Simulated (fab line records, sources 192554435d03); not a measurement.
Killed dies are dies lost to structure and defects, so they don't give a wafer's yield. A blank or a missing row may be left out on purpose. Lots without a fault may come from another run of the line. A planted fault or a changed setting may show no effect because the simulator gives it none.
Chamber matching | flow n5_finfet | N5_SDB_HM_DEP_00 on pecvd-01: 3 sister chambers
The step deposits SiNx from SiH4/NH3/N2, target thk 40 nm, time 35.3 s. 20 wafers are shown with their chamber, then 10 later ones without.

WAFERS WITH THEIR CHAMBER
wafer  | chamber | showerhead_plenum_p_Torr (Torr) | throttle_valve_pct (%) | heater_power_w (W)
L075.3 | 2       | 4.95                            | 37.8                   | 718
L075.4 | 2       | 4.96                            | 37.5                   | 706
L075.5 | 1       | 5.30                            | 42.0                   | 930
L078.4 | 1       | 5.29                            | 41.9                   | 771
L078.5 | 2       | 4.98                            | 37.3                   | 780
L078.6 | 0       | 4.97                            | 40.5                   | 741
L079.2 | 0       | 4.96                            | 40.4                   | 684
L079.3 | 1       | 5.29                            | 42.0                   | 881
L079.6 | 0       | 4.98                            | 40.5                   | 669
L083.1 | 2       | 4.96                            | 37.6                   | 835
L083.3 | 0       | 4.97                            | 40.5                   | 751
L083.4 | 1       | 5.30                            | 41.8                   | 933
L085.3 | 1       | 5.29                            | 42.0                   | 934
L085.4 | 2       | 4.95                            | 37.9                   | 763
L085.6 | 1       | 5.31                            | 41.9                   | 938
L089.1 | 2       | 4.94                            | 37.8                   | 759
L089.3 | 1       | 5.29                            | 42.1                   | 853
L089.4 | 0       | 4.96                            | 40.9                   | 653
L091.1 | 2       | 4.96                            | 37.9                   | 828
L091.2 | 1       | 5.30                            | 41.8                   | 777

SIGNATURES (means of the wafers above)
reading                  | chamber 0 | chamber 1 | chamber 2 | scatter within a chamber
showerhead_plenum_p_Torr | 4.9680    | 5.2962    | 4.9571    | 0.00973
throttle_valve_pct       | 40.560    | 41.938    | 37.686    | 0.178
heater_power_w           | 699.60    | 877.12    | 769.86    | 58
Rule: a wafer's distance from a chamber is the root of the sum, over the readings, of the square of ((its reading less the chamber's mean) divided by the reading's scatter). The wafer belongs to the nearest chamber; if the next one is less than 2 further off, it can't be placed. The scatter: the root of (the sum of the squares of (reading less its chamber's mean) over the shown wafers, divided by (wafers less chambers)).

WAFERS WITHOUT THEIR CHAMBER
wafer  | showerhead_plenum_p_Torr (Torr) | throttle_valve_pct (%) | heater_power_w (W)
L091.3 | 4.97                            | 40.7                   | 778
L093.1 | 5.30                            | 42.1                   | 832
L093.2 | 4.98                            | 40.8                   | 726
L093.6 | 5.27                            | 41.8                   | 827
L095.2 | 5.30                            | 41.9                   | 932
L095.3 | 4.97                            | 40.7                   | 782
L095.5 | 4.96                            | 41.0                   | 763
L096.2 | 4.95                            | 37.8                   | 844
L096.5 | 5.31                            | 41.9                   | 873
L096.6 | 4.96                            | 40.8                   | 757

WHICH CHAMBER EACH WENT THROUGH
wafer  | from the rows above | in truth
L091.3 | 0                   | 0
L093.1 | 1                   | 1
L093.2 | 0                   | 0
L093.6 | 1                   | 1
L095.2 | 1                   | 1
L095.3 | 0                   | 0
L095.5 | 0                   | 0
L096.2 | 2                   | 2
L096.5 | 1                   | 1
L096.6 | 0                   | 0
Placed correctly: 10 of 10. Can't be placed from these rows: 0. Placed wrongly: 0.
